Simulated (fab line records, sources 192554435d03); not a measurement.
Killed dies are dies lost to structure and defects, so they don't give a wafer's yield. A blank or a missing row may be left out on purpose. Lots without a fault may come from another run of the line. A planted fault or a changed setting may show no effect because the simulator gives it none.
Chamber matching | flow n5_finfet | N5_DUMMY_GATE_ALD_02 on ald_sin-01: 4 sister chambers
The step deposits SiO2, target thk 2 nm, pulse time 1 s. 4 wafers are shown with their chamber, then 7 later ones without.

WAFERS WITH THEIR CHAMBER
wafer  | chamber | heater_power_w (W)
L084.4 | 0       | 480
L088.2 | 2       | 428
L089.4 | 1       | 448
L089.5 | 3       | 448

WAFERS WITHOUT THEIR CHAMBER
wafer  | heater_power_w (W)
L089.6 | 417
L091.1 | 416
L091.3 | 450
L091.5 | 456
L093.1 | 425
L093.4 | 425
L093.5 | 458

WHICH CHAMBER EACH WENT THROUGH
wafer  | from the rows above          | in truth
L089.6 | 2                            | 2
L091.1 | 2                            | 2
L091.3 | can't be placed: 1 or 3      | 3
L091.5 | can't be placed: 1 or 3 or 0 | 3
L093.1 | 2                            | 2
L093.4 | 2                            | 2
L093.5 | can't be placed: 1 or 3 or 0 | 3
Placed correctly: 4 of 7. Can't be placed from these rows: 3 (the true chamber is among the candidates in 3). Placed wrongly: 0.
How it was worked out, from the rows above alone: a wafer's distance from a chamber is the root of the sum, over the readings, of the square of ((its reading less the chamber's mean) divided by the reading's scatter). The wafer belongs to the nearest chamber; if the next one is less than 2 further off, it can't be placed. A chamber's mean is the mean of its shown wafers. The scatter: with one shown wafer a chamber, the root of the mean of the squares of how far each hidden wafer lies from its nearest shown one.
